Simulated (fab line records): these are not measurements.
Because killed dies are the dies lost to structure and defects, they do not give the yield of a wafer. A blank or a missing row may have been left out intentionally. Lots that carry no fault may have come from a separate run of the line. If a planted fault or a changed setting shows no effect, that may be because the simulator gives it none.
Chamber matching :: flow nand-harc :: NHARC_P_M1_PRE_CLEAN_32 on pecvd-01: 3 sister chambers
The step time 12 s. 27 wafers are shown with their chamber, then 12 later ones without.

EACH WAFER AND ITS CHAMBER
wafer: L079.3
chamber: 1
heater-power-w (W): 643

wafer: L079.4
chamber: 1
heater-power-w (W): 633

wafer: L079.5
chamber: 2
heater-power-w (W): 510

wafer: L080.3
chamber: 0
heater-power-w (W): 705

wafer: L080.5
chamber: 0
heater-power-w (W): 699

wafer: L080.6
chamber: 2
heater-power-w (W): 619

wafer: L082.1
chamber: 2
heater-power-w (W): 566

wafer: L082.5
chamber: 1
heater-power-w (W): 717

wafer: L082.6
chamber: 2
heater-power-w (W): 562

wafer: L084.1
chamber: 1
heater-power-w (W): 634

wafer: L084.3
chamber: 2
heater-power-w (W): 528

wafer: L084.6
chamber: 2
heater-power-w (W): 545

wafer: L085.1
chamber: 2
heater-power-w (W): 576

wafer: L085.3
chamber: 1
heater-power-w (W): 639

wafer: L085.5
chamber: 0
heater-power-w (W): 705

wafer: L088.1
chamber: 0
heater-power-w (W): 728

wafer: L088.4
chamber: 0
heater-power-w (W): 741

wafer: L088.5
chamber: 2
heater-power-w (W): 584

wafer: L087.1
chamber: 2
heater-power-w (W): 548

wafer: L087.2
chamber: 0
heater-power-w (W): 705

wafer: L087.3
chamber: 1
heater-power-w (W): 714

wafer: L091.1
chamber: 1
heater-power-w (W): 658

wafer: L091.5
chamber: 2
heater-power-w (W): 601

wafer: L091.6
chamber: 1
heater-power-w (W): 659

wafer: L093.2
chamber: 0
heater-power-w (W): 697

wafer: L093.4
chamber: 2
heater-power-w (W): 504

wafer: L093.6
chamber: 1
heater-power-w (W): 687

SIGNATURES, as means of the wafers listed above
reading: heater-power-w
chamber 0: 711.43
chamber 1: 664.89
chamber 2: 558.45
scatter within a chamber: 31.3
Rule: for each reading, subtract the chamber's mean from the wafer's reading, divide by that reading's scatter and square the result; add these up over the readings and take the root, which gives the wafer's distance from the chamber. If the next closest chamber is less than 2 further off than the closest, the wafer can't be placed; otherwise it belongs to the closest. The scatter is the square root of a quotient: the sum, over the shown wafers, of each reading's squared deviation from its chamber's mean, divided by wafers minus chambers.

WAFERS WITHOUT THEIR CHAMBER
wafer: L094.1
heater-power-w (W): 518

wafer: L094.3
heater-power-w (W): 654

wafer: L094.4
heater-power-w (W): 712

wafer: L095.1
heater-power-w (W): 670

wafer: L095.3
heater-power-w (W): 576

wafer: L095.4
heater-power-w (W): 699

wafer: L096.1
heater-power-w (W): 621

wafer: L096.4
heater-power-w (W): 587

wafer: L096.6
heater-power-w (W): 702

wafer: L097.1
heater-power-w (W): 704

wafer: L097.2
heater-power-w (W): 706

wafer: L097.5
heater-power-w (W): 699

THE CHAMBER EACH PASSED THROUGH
wafer: L094.1
from the rows above: 2
in truth: 2

wafer: L094.3
from the rows above: can't be placed: 1 or 0
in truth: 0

wafer: L094.4
from the rows above: can't be placed: 0 or 1
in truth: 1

wafer: L095.1
from the rows above: can't be placed: 1 or 0
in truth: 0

wafer: L095.3
from the rows above: 2
in truth: 2

wafer: L095.4
from the rows above: can't be placed: 0 or 1
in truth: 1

wafer: L096.1
from the rows above: can't be placed: 1 or 2 or 0
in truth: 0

wafer: L096.4
from the rows above: can't be placed: 2 or 1
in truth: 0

wafer: L096.6
from the rows above: can't be placed: 0 or 1
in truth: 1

wafer: L097.1
from the rows above: can't be placed: 0 or 1
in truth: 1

wafer: L097.2
from the rows above: can't be placed: 0 or 1
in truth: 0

wafer: L097.5
from the rows above: can't be placed: 0 or 1
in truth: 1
Correctly placed: 2 of 12. These rows do not allow placing 10 (true chamber among the candidates in 9). Number placed wrongly: 0.
